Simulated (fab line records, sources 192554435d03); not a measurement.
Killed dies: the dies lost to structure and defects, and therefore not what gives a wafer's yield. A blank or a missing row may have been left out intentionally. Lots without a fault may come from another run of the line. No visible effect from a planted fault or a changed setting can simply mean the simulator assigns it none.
Lot-split experiment :: flow n5 finfet :: on a route of 1938 steps: 7 lots, 21 wafers read

## THE SPLIT ITSELF
At N5_DUMMY_GATE_COAT_34 (time 60 s, resist thk 60 nm), the setting spin rpm was moved away from the recipe's 1500 rpm on 9 of the 21 wafers read, by -9.5% to +3.8%. All remaining wafers had this setting at the recipe value.

## FROM THE SPLIT TO THE READING: what the file shows between them, 8 steps
- N5_DUMMY_GATE_COAT_35: time 60 s, resist thk 10 nm
- N5_DUMMY_GATE_COAT_28: time 60 s, resist thk 10 nm
- N5_DUMMY_GATE_ETCH_29: etches underlayer in N2/H2, target depth 13 nm
- N5_DUMMY_GATE_ETCH_36: etches SiARC in CF4, target depth 13 nm
- N5_DUMMY_GATE_ETCH_37: etches SOC in N2/H2, target depth 60 nm, overetch 30 nm
- N5_DUMMY_GATE_STRIP_38: strips in N2/H2
- N5_DUMMY_GATE_STRIP_39: strips in N2/H2
- N5_DUMMY_GATE_STRIP_40: strips in CF4

## THE READING
SOC_of_DUMMY_GATE_COAT_34.thk nm (the simulator's own value, which no gauge read), in nm, at N5_DUMMY_GATE_ETCH_31 (etches SiO2 in C4F6/O2, target depth 82.5 nm, time 27.5 s). There is no usual value for it anywhere in the file. Here, 12 wafers ran the recipe; their average is 51.8 nm with a standard deviation of 0.38 nm.

wafer: L080.2
tool, chamber at the split: litho track-05, 0
spin rpm as run, rpm: 1500
against the recipe: recipe
SOC_of_DUMMY_GATE_COAT_34.thk nm, nm: 51.8
against lot-mates on the recipe: -

wafer: L080.4
tool, chamber at the split: litho track-05, 0
spin rpm as run, rpm: 1500
against the recipe: recipe
SOC_of_DUMMY_GATE_COAT_34.thk nm, nm: 51.8
against lot-mates on the recipe: -

wafer: L080.6
tool, chamber at the split: litho track-05, 0
spin rpm as run, rpm: 1500
against the recipe: recipe
SOC_of_DUMMY_GATE_COAT_34.thk nm, nm: 52
against lot-mates on the recipe: -

wafer: L082.1
tool, chamber at the split: litho track-02, 0
spin rpm as run, rpm: 1500
against the recipe: recipe
SOC_of_DUMMY_GATE_COAT_34.thk nm, nm: 51.2
against lot-mates on the recipe: -

wafer: L082.2
tool, chamber at the split: litho track-02, 0
spin rpm as run, rpm: 1357
against the recipe: -9.5%
SOC_of_DUMMY_GATE_COAT_34.thk nm, nm: 54.2
against lot-mates on the recipe: +3.0

wafer: L082.3
tool, chamber at the split: litho track-02, 0
spin rpm as run, rpm: 1357
against the recipe: -9.5%
SOC_of_DUMMY_GATE_COAT_34.thk nm, nm: 54.4
against lot-mates on the recipe: +3.2

wafer: L083.1
tool, chamber at the split: litho track-04, 0
spin rpm as run, rpm: 1557
against the recipe: +3.8%
SOC_of_DUMMY_GATE_COAT_34.thk nm, nm: 51.2
against lot-mates on the recipe: -1.0

wafer: L083.5
tool, chamber at the split: litho track-04, 0
spin rpm as run, rpm: 1557
against the recipe: +3.8%
SOC_of_DUMMY_GATE_COAT_34.thk nm, nm: 51.2
against lot-mates on the recipe: -1.0

wafer: L083.2
tool, chamber at the split: litho track-04, 0
spin rpm as run, rpm: 1500
against the recipe: recipe
SOC_of_DUMMY_GATE_COAT_34.thk nm, nm: 52.2
against lot-mates on the recipe: -

wafer: L086.1
tool, chamber at the split: litho track-04, 0
spin rpm as run, rpm: 1377
against the recipe: -8.2%
SOC_of_DUMMY_GATE_COAT_34.thk nm, nm: 54.8
against lot-mates on the recipe: +3.4

wafer: L086.3
tool, chamber at the split: litho track-04, 0
spin rpm as run, rpm: 1500
against the recipe: recipe
SOC_of_DUMMY_GATE_COAT_34.thk nm, nm: 51.4
against lot-mates on the recipe: -

wafer: L086.6
tool, chamber at the split: litho track-04, 0
spin rpm as run, rpm: 1377
against the recipe: -8.2%
SOC_of_DUMMY_GATE_COAT_34.thk nm, nm: 54.4
against lot-mates on the recipe: +3.0

wafer: L090.2
tool, chamber at the split: litho track-05, 0
spin rpm as run, rpm: 1425
against the recipe: -5.0%
SOC_of_DUMMY_GATE_COAT_34.thk nm, nm: 53.2
against lot-mates on the recipe: no lot-mate on the recipe

wafer: L090.6
tool, chamber at the split: litho track-05, 0
spin rpm as run, rpm: 1425
against the recipe: -5.0%
SOC_of_DUMMY_GATE_COAT_34.thk nm, nm: 53.2
against lot-mates on the recipe: no lot-mate on the recipe

wafer: L090.4
tool, chamber at the split: litho track-05, 0
spin rpm as run, rpm: 1425
against the recipe: -5.0%
SOC_of_DUMMY_GATE_COAT_34.thk nm, nm: 53.4
against lot-mates on the recipe: no lot-mate on the recipe

wafer: L091.2
tool, chamber at the split: litho track-04, 0
spin rpm as run, rpm: 1500
against the recipe: recipe
SOC_of_DUMMY_GATE_COAT_34.thk nm, nm: 52.2
against lot-mates on the recipe: -

wafer: L091.4
tool, chamber at the split: litho track-04, 0
spin rpm as run, rpm: 1500
against the recipe: recipe
SOC_of_DUMMY_GATE_COAT_34.thk nm, nm: 52.2
against lot-mates on the recipe: -

wafer: L091.6
tool, chamber at the split: litho track-04, 0
spin rpm as run, rpm: 1500
against the recipe: recipe
SOC_of_DUMMY_GATE_COAT_34.thk nm, nm: 52
against lot-mates on the recipe: -

wafer: L094.3
tool, chamber at the split: litho track-02, 0
spin rpm as run, rpm: 1500
against the recipe: recipe
SOC_of_DUMMY_GATE_COAT_34.thk nm, nm: 51.2
against lot-mates on the recipe: -

wafer: L094.6
tool, chamber at the split: litho track-02, 0
spin rpm as run, rpm: 1500
against the recipe: recipe
SOC_of_DUMMY_GATE_COAT_34.thk nm, nm: 51.2
against lot-mates on the recipe: -

wafer: L094.5
tool, chamber at the split: litho track-02, 0
spin rpm as run, rpm: 1500
against the recipe: recipe
SOC_of_DUMMY_GATE_COAT_34.thk nm, nm: 51.8
against lot-mates on the recipe: -

THE FIT
A straight line over all 21 wafers: SOC_of_DUMMY_GATE_COAT_34.thk nm changes by -0.28 nm for each +1% of spin rpm; r = -0.95; the points scatter about the line by 0.39 nm.
The same after taking each lot's own level away (the mean of its wafers on the recipe; 18 wafers): -0.34 nm for each +1%; r = -0.99; scatter 0.23 nm.
On that fit, the largest move of spin rpm shifts the reading by 3.2 nm.
Across the lots, their own levels run from 51.20 to 52.20 nm, a range of 2.6 times the standard deviation given above.
Hence the slope depends on the lot-to-lot level, as the two fits are not the same.
Check: for one of the wafers moved furthest among these (-9.5%), held out of the fit, the line's prediction against its lot-mates is +3.42 nm. It came out at +3 nm against them.

## THE WHOLE CHAIN: every reading that the file lists as answering this split, in the file's order
step: N5_DUMMY_GATE_COAT_34
what it does: time 60 s, resist thk 60 nm
reading: SOC_of_DUMMY_GATE_COAT_34.thk nm (the simulator's own value, which no gauge read)
change (the file's fit): -0.322 nm for each +1% of the setting
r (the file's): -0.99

step: N5_DUMMY_GATE_ETCH_37
what it does: etches SOC in N2/H2, target depth 60 nm, overetch 30 nm
reading: etch.depth nm (the simulator's own value, which no gauge read)
change (the file's fit): -0.324 nm for each +1% of the setting
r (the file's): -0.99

step: N5_DUMMY_GATE_ETCH_31
what it does: etches SiO2 in C4F6/O2, target depth 82.5 nm, time 27.5 s
reading: SOC_of_DUMMY_GATE_COAT_34.thk nm (the simulator's own value, which no gauge read)
change (the file's fit): -0.345 nm for each +1% of the setting
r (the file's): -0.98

## FILE'S OWN FIT
SOC_of_DUMMY_GATE_COAT_34.thk nm changes by -0.345 nm for each +1% of spin rpm, r = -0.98.
